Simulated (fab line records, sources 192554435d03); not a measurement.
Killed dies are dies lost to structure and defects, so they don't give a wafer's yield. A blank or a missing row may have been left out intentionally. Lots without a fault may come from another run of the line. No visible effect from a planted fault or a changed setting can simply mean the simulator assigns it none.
fab line records    flow n5-finfet
record: lots: 11  wafers: 32  last-day: 19
route steps=1938 shown BEOL_M3@993 BEOL_M4@1111
lots with no fault: from the same line, run without faults
start-h: the number of hours between the record's first day and the start of the first shown wafer of the lot    wait-h: how many hours have passed since the lot's step before this one    " repeats the value in the row above    L1.1+2: a single row standing in for several wafers    - value missing, or start not given    * or withheld: withheld    < > ~ a bound
route shown NAME@n: names a module that has steps shown in the file, with the first one's number in the route    usual: average and standard deviation across the fault-free wafers    same: alike in all rows    chamber/n: place in a boat    sites: per-site readings    _std_site: their standard deviation    _edge_site: the outer-site mean with the inner-site mean subtracted    radius-mm: for every site, how far away it sits from the centre of the wafer    mask NAME#n: copy n    behind: the most recent tool/chamber to have shaped the wafer    hold: why the lot was held/for how many hours/how that ended    device: the n, p or np transistor that did not switch    end of line: the same wafers' tests at the end of the route    a step given without rows: its recipe and nothing more    killed: the dies lost at the first sort to structure and to defects; this is not the yield of the wafer    map: per-die view of a wafer (x killed, . not killed, _ where there is no die)
set.NAME: the setting the step ran with; set.NAME@STEP: the setting that earlier step ran with    model.NAME: the simulator's own value behind a step, which no gauge read
route steps across a sampled set of lots; one table per step, one row per wafer
services: a tool's chamber out of use, with start hour (start-h, from the record's first day; less than 0 if before it), hours out, and reason
== steps ==
step: N5_BEOL_M3_CVD_47
recipe: material: Co  target-thk-a: 30  temp-c: withheld  precursor: CCTBA/H2  pressure-torr: 30  time-s: 223.8
usual: chamber-pressure-Torr: 29.99/0.064  run-length-s: 246.7/0.45
lot.wafer  tool       chamber  start-h  wait-h  chamber-pressure-Torr  run-length-s
L848.1     cvd-co-01  0        170.21   0.3     30.00                  245.9
L848.2     "          2        "        "       30.07                  246.9
L848.6     "          1        "        "       29.98                  246.8
L847.2     cvd-co-02  0        171.88   0.1     30.17                  246.8
L847.3     "          1        "        "       29.92                  247.5
L847.5     "          2        "        "       29.90                  246.8
L850.1     cvd-co-02  1        178.92   0.4     30.09                  247.0
L850.5     "          1        "        "       29.88                  247.0
L852.1     cvd-co-02  1        185.53   0.1     29.97                  247.3
L852.4     "          1        "        "       30.01                  247.1
L852.6     "          2        "        "       29.96                  246.1
L856.1     cvd-co-01  2        237.60   0.0     30.01                  247.2
L856.4     "          1        "        "       30.03                  246.6
L856.5     "          0        "        "       29.92                  246.0
L858.1     cvd-co-02  1        258.02   0.0     29.93                  133.1
L858.4     "          1        "        "       30.09                  132.7
L858.5     "          2        "        "       30.03                  132.3
L859.1     cvd-co-02  0        262.11   0.1     29.93                  132.4
L859.2     "          1        "        "       30.03                  133.1
L859.4     "          1        "        "       30.06                  133.6
L866.2     cvd-co-01  0        276.08   0.1     30.03                  246.2
L866.3     "          2        "        "       29.99                  246.5
L866.5     "          1        "        "       29.96                  246.5
L865.4     cvd-co-01  1        283.06   0.3     30.03                  246.6
L865.5     "          2        "        "       29.93                  246.8
L865.6     "          0        "        "       29.97                  246.2
L869.1     cvd-co-02  0        315.98   0.3     29.94                  246.6
L869.5     "          0        "        "       29.93                  246.5
L869.6     "          1        "        "       30.03                  247.1
L870.1     cvd-co-01  0        327.03   0.3     30.05                  246.0
L870.3     "          1        "        "       29.99                  247.0
L870.5     "          2        "        "       29.93                  246.5
step: N5_BEOL_M3_SPUTTER_48
recipe: material: Cu  target-thk-a: 45  temp-c: -20  chamber-pressure-pa: 0.07  power-w: withheld  time-s: 8.29
usual: chuck-sensor-temp-C: -16.0/0.66  throttle-valve-pct: 30.4/1.3
lot.wafer  tool            chamber  start-h  wait-h  chuck-sensor-temp-C  throttle-valve-pct
L848.1     pvd-sputter-02  -        171.45   1.2     -15.8                31.6
L848.2     "               -        "        "       -16.2                28.5
L848.6     "               -        "        "       -16.2                28.2
L847.2     pvd-sputter-01  -        172.10   0.2     -16.8                33.3
L847.3     "               -        "        "       -15.6                29.7
L847.5     "               -        "        "       -16.2                30.7
L850.1     pvd-sputter-03  -        179.13   0.1     -14.2                30.5
L850.5     "               -        "        "       -16.5                31.1
L852.1     pvd-sputter-02  -        185.85   0.3     -16.4                29.1
L852.4     "               -        "        "       -15.8                31.6
L852.6     "               -        "        "       -16.2                28.7
L856.1     pvd-sputter-03  -        238.68   1.0     -15.5                29.3
L856.4     "               -        "        "       -15.8                29.3
L856.5     "               -        "        "       -14.3                30.1
L858.1     pvd-sputter-01  -        258.18   0.1     -15.7                29.6
L858.4     "               -        "        "       -17.0                32.7
L858.5     "               -        "        "       -16.2                30.6
L859.1     pvd-sputter-03  -        262.29   0.1     -14.4                30.6
L859.2     "               -        "        "       -15.6                29.2
L859.4     "               -        "        "       -16.6                31.0
L866.2     pvd-sputter-01  -        276.32   0.2     -16.7                32.8
L866.3     "               -        "        "       -16.2                31.6
L866.5     "               -        "        "       -16.3                31.6
L865.4     pvd-sputter-03  -        283.23   0.1     -15.8                29.2
L865.5     "               -        "        "       -16.5                31.0
L865.6     "               -        "        "       -14.3                30.6
L869.1     pvd-sputter-02  -        317.36   1.3     -16.0                28.3
L869.5     "               -        "        "       -16.6                29.3
L869.6     "               -        "        "       -15.8                31.5
L870.1     pvd-sputter-01  -        328.62   1.5     -16.3                31.1
L870.3     "               -        "        "       -16.4                31.8
L870.5     "               -        "        "       -16.8                32.9
step: N5_BEOL_M3_SPUTTER_81
recipe: material: Cu  target-thk-a: 45  temp-c: -20  chamber-pressure-pa: 0.07  power-w: withheld  time-s: 8.29
usual: chuck-sensor-temp-C: -16.0/0.64  throttle-valve-pct: 30.4/1.3
lot.wafer  tool            chamber  start-h  wait-h  chuck-sensor-temp-C  throttle-valve-pct
L848.1     pvd-sputter-02  -        171.89   0.1     -16.0                31.7
L848.2     "               -        "        "       -15.9                28.5
L848.6     "               -        "        "       -16.1                28.8
L847.2     pvd-sputter-01  -        172.54   0.1     -16.9                33.1
L847.3     "               -        "        "       -15.8                29.9
L847.5     "               -        "        "       -16.3                30.8
L850.1     pvd-sputter-03  -        179.57   0.1     -14.2                30.3
L850.5     "               -        "        "       -16.5                30.9
L852.1     pvd-sputter-02  -        186.29   0.1     -16.4                29.6
L852.4     "               -        "        "       -15.7                31.6
L852.6     "               -        "        "       -16.2                28.6
L856.1     pvd-sputter-03  -        239.12   0.1     -15.6                29.3
L856.4     "               -        "        "       -15.8                29.1
L856.5     "               -        "        "       -14.4                30.2
L858.1     pvd-sputter-01  -        258.62   0.1     -15.7                29.7
L858.4     "               -        "        "       -16.8                33.0
L858.5     "               -        "        "       -16.1                30.6
L859.1     pvd-sputter-03  -        262.73   0.1     -14.5                30.2
L859.2     "               -        "        "       -15.6                29.3
L859.4     "               -        "        "       -16.6                30.8
L866.2     pvd-sputter-01  -        276.76   0.1     -16.9                33.1
L866.3     "               -        "        "       -16.4                31.3
L866.5     "               -        "        "       -16.4                31.5
L865.4     pvd-sputter-03  -        283.67   0.1     -16.0                29.3
L865.5     "               -        "        "       -16.5                30.7
L865.6     "               -        "        "       -14.4                30.4
L869.1     pvd-sputter-02  -        317.80   0.1     -16.2                28.5
L869.5     "               -        "        "       -16.3                29.5
L869.6     "               -        "        "       -15.8                31.6
L870.1     pvd-sputter-01  -        329.06   0.1     -16.2                30.9
L870.3     "               -        "        "       -16.3                31.6
L870.5     "               -        "        "       -16.9                33.0
step: N5_BEOL_M3_SPUTTER_88
recipe: material: Cu  target-thk-a: 45  temp-c: -20  chamber-pressure-pa: 0.07  power-w: withheld  time-s: 8.29
usual: chuck-sensor-temp-C: -16.0/0.64  throttle-valve-pct: 30.4/1.3
lot.wafer  tool            chamber  start-h  wait-h  chuck-sensor-temp-C  throttle-valve-pct
L848.1     pvd-sputter-02  -        172.33   0.1     -15.9                31.5
L848.2     "               -        "        "       -16.2                28.6
L848.6     "               -        "        "       -16.1                28.3
L847.2     pvd-sputter-01  -        172.98   0.1     -16.9                33.2
L847.3     "               -        "        "       -15.8                29.6
L847.5     "               -        "        "       -16.0                30.8
L850.1     pvd-sputter-03  -        180.01   0.1     -14.2                30.5
L850.5     "               -        "        "       -16.5                30.8
L852.1     pvd-sputter-02  -        186.73   0.1     -16.3                29.6
L852.4     "               -        "        "       -15.7                31.8
L852.6     "               -        "        "       -16.2                28.4
L856.1     pvd-sputter-03  -        239.56   0.1     -15.5                29.1
L856.4     "               -        "        "       -15.7                29.2
L856.5     "               -        "        "       -14.4                30.1
L858.1     pvd-sputter-01  -        259.06   0.1     -15.6                29.8
L858.4     "               -        "        "       -16.9                32.9
L858.5     "               -        "        "       -16.0                30.4
L859.1     pvd-sputter-03  -        263.17   0.1     -14.4                30.3
L859.2     "               -        "        "       -15.5                29.0
L859.4     "               -        "        "       -16.5                31.1
L866.2     pvd-sputter-01  -        277.20   0.1     -16.9                33.1
L866.3     "               -        "        "       -16.3                31.5
L866.5     "               -        "        "       -16.6                31.5
L865.4     pvd-sputter-03  -        284.11   0.1     -15.8                28.9
L865.5     "               -        "        "       -16.6                30.8
L865.6     "               -        "        "       -14.2                30.6
L869.1     pvd-sputter-02  -        318.24   0.1     -16.2                28.5
L869.5     "               -        "        "       -16.3                29.4
L869.6     "               -        "        "       -15.8                31.7
L870.1     pvd-sputter-01  -        329.50   0.1     -16.3                30.9
L870.3     "               -        "        "       -16.5                31.5
L870.5     "               -        "        "       -16.8                32.9
step: N5_BEOL_M4_RC_MEAS_101
usual: DIBL_N: 36.5/1.9  DIBL_P: 36.4/2.2  IOFF_N: 0.17/0.034  IOFF_P: 0.21/0.036  ION_N: 678/12  ION_P: 462/7.1  SS_N: 71.7/0.61  SS_P: 73.4/0.71  VT_N: 249/3.5  VT_P: -251/3
lot.wafer  tool       chamber  start-h  wait-h  DIBL_N[mV/V]  DIBL_P[mV/V]  IOFF_N[nA/um]  IOFF_P[nA/um]  ION_N[uA/um]  ION_P[uA/um]  SS_N[mV/dec]  SS_P[mV/dec]  VT_N[mV]  VT_P[mV]
L848.1     prober-02  0        185.35   0.0     37.6          37.9          0.16           0.23           671           455           71.6          73.9          248       -250
L848.2     "          0        "        "       40.3          40.5          0.23           0.27           691           471           71.8          75.4          243       -247
L848.6     "          0        "        "       36.1          35.1          0.15           0.18           666           453           70.9          73.0          251       -253
L847.2     prober-01  0        185.84   0.2     37.7          37.9          0.21           0.25           689           467           72.5          74.7          244       -249
L847.3     "          0        "        "       36.6          37.3          0.18           0.23           679           465           71.9          74.8          248       -250
L847.5     "          0        "        "       37.5          37.5          0.19           0.23           683           461           72.7          73.5          246       -251
L850.1     prober-01  0        208.65   0.0     32.0          31.3          0.11           0.16           660           462           70.6          72.4          256       -253
L850.5     "          0        "        "       36.2          37.0          0.19           0.25           694           475           71.7          73.5          246       -248
L852.1     prober-02  0        209.41   0.0     38.1          38.5          0.20           0.25           687           464           71.9          73.6          246       -249
L852.4     "          0        "        "       35.4          33.8          0.14           0.18           670           456           71.4          72.7          251       -252
L852.6     "          0        "        "       39.0          39.9          0.22           0.28           688           473           72.3          74.6          245       -248
L856.1     prober-01  0        249.88   0.0     38.7          38.9          0.20           0.23           692           470           72.4          74.4          244       -250
L856.4     "          0        "        "       37.5          38.0          0.18           0.21           691           467           72.1          73.2          249       -252
L856.5     "          0        "        "       36.0          35.6          0.14           0.17           664           457           71.6          73.2          254       -256
L858.1     prober-02  0        274.55   0.0     35.0          34.6          0.12           0.17           667           456           71.5          72.6          256       -254
L858.4     "          0        "        "       35.8          35.2          0.13           0.18           664           452           71.1          72.2          254       -252
L858.5     "          0        "        "       34.6          34.4          0.12           0.16           657           454           71.2          71.9          252       -254
L859.1     prober-01  0        276.51   0.0     38.7          36.9          0.17           0.20           686           460           71.9          73.5          248       -252
L859.2     "          0        "        "       37.4          35.4          0.15           0.18           657           455           71.2          73.8          254       -254
L859.4     "          0        "        "       39.8          39.0          0.20           0.24           690           466           72.5          74.3          249       -252
L866.2     prober-01  0        298.12   0.2     36.8          38.1          0.18           0.22           676           468           71.6          73.6          248       -252
L866.3     "          0        "        "       35.3          37.1          0.16           0.19           673           456           72.2          72.8          251       -254
L866.5     "          0        "        "       35.3          37.4          0.17           0.20           689           470           72.2          72.9          249       -252
L865.4     prober-01  0        307.56   0.5     33.3          34.4          0.14           0.16           686           462           72.0          72.5          250       -254
L865.5     "          0        "        "       33.8          34.5          0.12           0.16           662           455           71.7          73.3          254       -253
L865.6     "          0        "        "       35.5          36.3          0.16           0.19           674           456           71.9          73.9          250       -253
L869.1     prober-01  0        333.86   0.0     33.3          33.5          0.13           0.15           663           460           71.1          72.2          250       -253
L869.5     "          0        "        "       37.5          38.2          0.19           0.21           677           459           72.0          73.9          248       -250
L869.6     "          0        "        "       36.8          36.7          0.18           0.20           680           460           71.3          73.4          244       -252
L870.1     prober-01  0        347.71   0.0     36.4          35.3          0.16           0.21           669           459           71.8          73.7          250       -250
L870.3     "          0        "        "       34.1          32.6          0.13           0.17           673           464           71.4          72.4          253       -253
L870.5     "          0        "        "       34.1          32.6          0.13           0.18           676           466           71.1          73.0          251       -252
== services ==
tool            chamber  start-h  hours  kind
pvd-sputter-03  -        157.03   5.4    repair
cvd-co-01       -        178.62   0.5    repair
cvd-co-01       -        219.89   0.2    repair
pvd-sputter-02  -        229.10   4.9    repair
pvd-sputter-01  -        264.67   2.1    repair
cvd-co-02       -        293.87   0.9    repair
== key ==
first-sign: step: N5_BEOL_M3_CVD_47  reading: run-length-s  direction: down  sigmas: 99+  usual: *  struck: *
effect none on later readings
met-at N5_BEOL_M3_CVD_47
struck-lots L858,L859
baseline-loss: step: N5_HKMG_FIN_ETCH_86  wafers: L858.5
not-acting-at N5_BEOL_M3_SPUTTER_48,N5_BEOL_M3_SPUTTER_81,N5_BEOL_M3_SPUTTER_88
onset-between 185.53 258.02
fault: kind: process-parameter-drift  tool: cvd-co-02  chamber: -  onset-h: 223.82  steps: N5_BEOL_M3_CVD_47  channel: time-s  offset: *  shape: step  end-h: 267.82  acts-in: *  stated: *
baseline-loss: these wafers lose ten dies or more at that step, a loss of the line's own and not of a fault; the sort's usual values leave them out
